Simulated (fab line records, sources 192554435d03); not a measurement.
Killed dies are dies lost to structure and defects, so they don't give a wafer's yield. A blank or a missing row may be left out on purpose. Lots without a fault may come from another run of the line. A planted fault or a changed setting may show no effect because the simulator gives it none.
A struck lot beside a sound one | flow n5_finfet | 22 steps out of a route of 1938
Sound: wafers L721.2, L721.4, L721.6. Struck: wafer L724.4. (L724.2, L724.3 of the same lot were not struck and are left out.) The cause comes at the end.
At each step with rows: each side's tool, then ch and its chambers, then its first start. Under that, the readings that differ: sound wafers | struck wafers | difference of the means | sigmas: that difference in standard deviations of wafers without a fault.
alike: readings whose means differ by less than 2 such deviations, and words and numbers that are the same on both sides. not compared: withheld readings, readings that some wafer has no value for, bounds like >300 that may hide the same value, and numbers for which the record gives no deviation and whose values overlap.
The two part at a step that has a row with sigmas, a row that says differs or no value, or rows on one side only. Numbers that don't overlap but have no deviation are shown without sigmas and don't part them. A reading that every wafer of one side lacks parts them only if that side has two wafers or more.

first, 1 step without rows for these wafers: N5_ZERO_LAYER_HARDBAKE_23 (time 120 s).
N5_ZERO_LAYER_CD_MEAS_11: target cd 2000 nm.
  sound on cd_sem-01 ch 0, day 3 00:38; struck on cd_sem-02 ch 0, day 3 18:47
  alike: cd_nm
N5_ZERO_LAYER_DESCUM_16: chemistry O2, time 7.9 s.
  sound on rie_diel-05 ch 0,1,3, day 3 01:16; struck on rie_diel-03 ch 1, day 3 18:49
  reading                     | sound       | struck | difference | sigmas
  drypump_motor_current_A (A) | 5.8 5.9 5.1 | 6.6    | +1.0       | +2
  alike: chamber_pressure_mTorr, oes_product_au, rf_vpp_V, showerhead_plenum_p_Torr, temp_c, throttle_valve_pct
  not compared: rf_hours_counter_h
N5_ZERO_LAYER_ETCH_17: etches SiO2 in CF4, target depth 12 nm, time 13.3 s.
  sound on rie_diel-05 ch 0,1,3, day 3 01:17; struck on rie_diel-03 ch 1, day 3 18:52
  reading                     | sound       | struck | difference | sigmas
  drypump_motor_current_A (A) | 5.8 5.9 5.1 | 6.6    | +1.0       | +2
  alike: bias_w, cf4_flow_sccm, chamber_pressure_mTorr, oes_product_au, rf_vpp_V, showerhead_plenum_p_Torr, throttle_valve_pct
  not compared: rf_hours_counter_h
N5_ZERO_LAYER_ETCH_18: etches Si in HBr/Cl2, target depth 120 nm, time 40 s.
  sound on rie_si-03 ch 2,3, day 3 01:22; struck on rie_si-01 ch 0, day 3 18:56
  reading                     | sound             | struck | difference | sigmas
  drypump_motor_current_A (A) | 5.5 5.3 5.5       | 6.6    | +1.2       | +2
  oes_product_au (a.u.)       | 0.973 0.976 0.971 | 1.024  | +0.051     | +3
  alike: bias_w, chamber_pressure_mTorr, throttle_valve_pct
  not compared: rf_hours_counter_h
N5_ZERO_LAYER_STRIP_24: strips in O2.
  sound on plasma_asher-02 ch 0,1, day 3 01:28; struck on plasma_asher-02 ch 0, day 3 19:05
  reading                        | sound               | struck | difference | sigmas
  chamber_pressure_mTorr (mTorr) | 999.6 1000.9 1001.4 | 998.7  | -1.9       | -2
  alike: drypump_motor_current_A, heater_power_w, oes_product_au, strip_time_to_endpoint_s, temp_c
  not compared: rf_hours_counter_h
then, 1 step without rows for these wafers: N5_ZERO_LAYER_STRIP_19 (strips in SPM, time 900 s).
N5_ZERO_LAYER_INSPECT_20: inspects for defects (darkfield).
  sound on defect_inspect-01, day 3 01:50; struck on defect_inspect-01, day 3 19:26
  alike: raw_defect_count
then, 4 steps without rows for these wafers: N5_WELL_APT_HMDS_01 (time 60 s); N5_WELL_APT_COAT_02 (resist thk 950 nm); N5_WELL_APT_EBR_04; N5_WELL_APT_SOFTBAKE_03 (time 60 s).
N5_WELL_APT_EXPOSE_05: exposes mask NWELL, defocus 0 nm, target cd 200 nm.
  sound on krf_scanner-01 ch 0, day 3 02:05; struck on krf_scanner-02 ch 0, day 3 19:42
  alike: mask, exposure_dose_mJ_cm2, stage_vel_mm_s
then, 3 steps without rows for these wafers: N5_WELL_APT_PEB_06 (peb time 90 s); N5_WELL_APT_DEVELOP_07 (develop time 45 s); N5_WELL_APT_HARDBAKE_12 (time 120 s).
N5_WELL_APT_CD_MEAS_08: target cd 200 nm.
  sound on cd_sem-03 ch 0, day 3 02:16; struck on cd_sem-03 ch 0, day 3 19:52
  reading    | sound             | struck | difference | sigmas
  cd_nm (nm) | 201.6 200.3 202.1 | 193.7  | -7.6       | -4
N5_WELL_APT_OVL_MEAS_09:
  sound on overlay-01 ch 0, day 3 02:17; struck on overlay-02 ch 0, day 3 19:54
  alike: NWELL_OVL
N5_WELL_APT_INSPECT_10: inspects for defects (macro).
  sound on defect_inspect-01, day 3 02:19; struck on defect_inspect-02, day 3 19:56
  alike: raw_defect_count
N5_WELL_APT_DESCUM_13: chemistry O2, time 7.9 s.
  sound on rie_diel-02 ch 1,3, day 3 02:20; struck on rie_diel-06 ch 0, day 3 20:18
  reading                        | sound                | struck | difference | sigmas
  chamber_pressure_mTorr (mTorr) | 19.992 19.994 19.984 | 20.029 | +0.039     | +2
  throttle_valve_pct (%)         | 20.40 20.77 20.41    | 20.08  | -0.45      | -2
  model.WELL_APT.cd_nm (nm)      | 201.3 200.9 201.4    | 193.2  | -8.0       |
  alike: drypump_motor_current_A, oes_product_au, rf_vpp_V, showerhead_plenum_p_Torr, temp_c
  not compared: rf_hours_counter_h
then, 1 step without rows for these wafers: N5_WELL_APT_IMPLANT_14.
N5_PASSIVATION_PROBE_49:
  the record has rows for the sound wafers here (prober-01, day 14 15:13) and none for the struck ones

WHERE THEY PART
First at N5_ZERO_LAYER_DESCUM_16; last, within this record, at N5_PASSIVATION_PROBE_49.

WHY: what the simulator had put in
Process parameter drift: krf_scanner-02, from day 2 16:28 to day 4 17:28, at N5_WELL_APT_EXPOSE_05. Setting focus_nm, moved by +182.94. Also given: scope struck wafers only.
